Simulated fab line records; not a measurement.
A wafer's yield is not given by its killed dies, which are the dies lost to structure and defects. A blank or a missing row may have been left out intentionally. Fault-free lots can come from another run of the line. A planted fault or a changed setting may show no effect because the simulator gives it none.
The tool behind it: which one? | flow n5_finfet | 12 lots (36 wafers sampled), 1 step of a 1938-step route

== WHAT THE GAUGES READ, wafer by wafer ==
N5_BEOL_M5_CD_MEAS_35: target cd 28 nm, target cd y 24 nm.
lot  | measured     | on        | cd_nm (nm)
L075 | day 8 14:40  | cd_sem-02 | 27.94 28.01 27.95
L079 | day 9 05:55  | cd_sem-03 | 27.94 27.77 28.33
L078 | day 9 11:39  | cd_sem-03 | 28.45 28.52 28.36
L081 | day 10 08:08 | cd_sem-02 | 28.13 27.92 28.27
L083 | day 10 23:40 | cd_sem-03 | 28.04 28.20 28.32
L086 | day 11 12:02 | cd_sem-03 | 27.60 27.89 28.11
L085 | day 11 15:27 | cd_sem-03 | 28.40 28.27 27.97
L090 | day 12 09:13 | cd_sem-02 | 27.42 27.86 27.59
L091 | day 12 18:11 | cd_sem-03 | 27.99 27.82 27.92
L094 | day 13 04:31 | cd_sem-02 | 28.05 27.99 28.27
L095 | day 13 21:14 | cd_sem-01 | 28.43 28.13 27.74
L097 | day 14 04:06 | cd_sem-02 | 27.77 27.62 27.93

== WHICH TOOL RAN EACH LOT (tool, then ch and the chambers of the sampled wafers, then the start) ==
There is no process step in the record ahead of these readings.

== THE ANSWER, worked out from the rows above alone ==
Rule: the lots themselves supply what counts as usual. The widest of any qualifying gaps counts: lots, ordered by their means at a reading, are off when they make up no more than a third of the lots, leave a main group of 4 or more, and stand apart from it by 3 or more times the standard deviation of that group's means. A main group whose means are all the same, to the digits that the tables above print for the reading, isn't used. A lot without any number at a reading at which 4 lots or more have one is off too. Where the step has rows for the other lots, those lots are counted as sound.
Across all readings shown, no lot is off: no conclusion can be drawn from this.

== WHAT HAD BEEN PUT IN BY THE SIMULATOR ==
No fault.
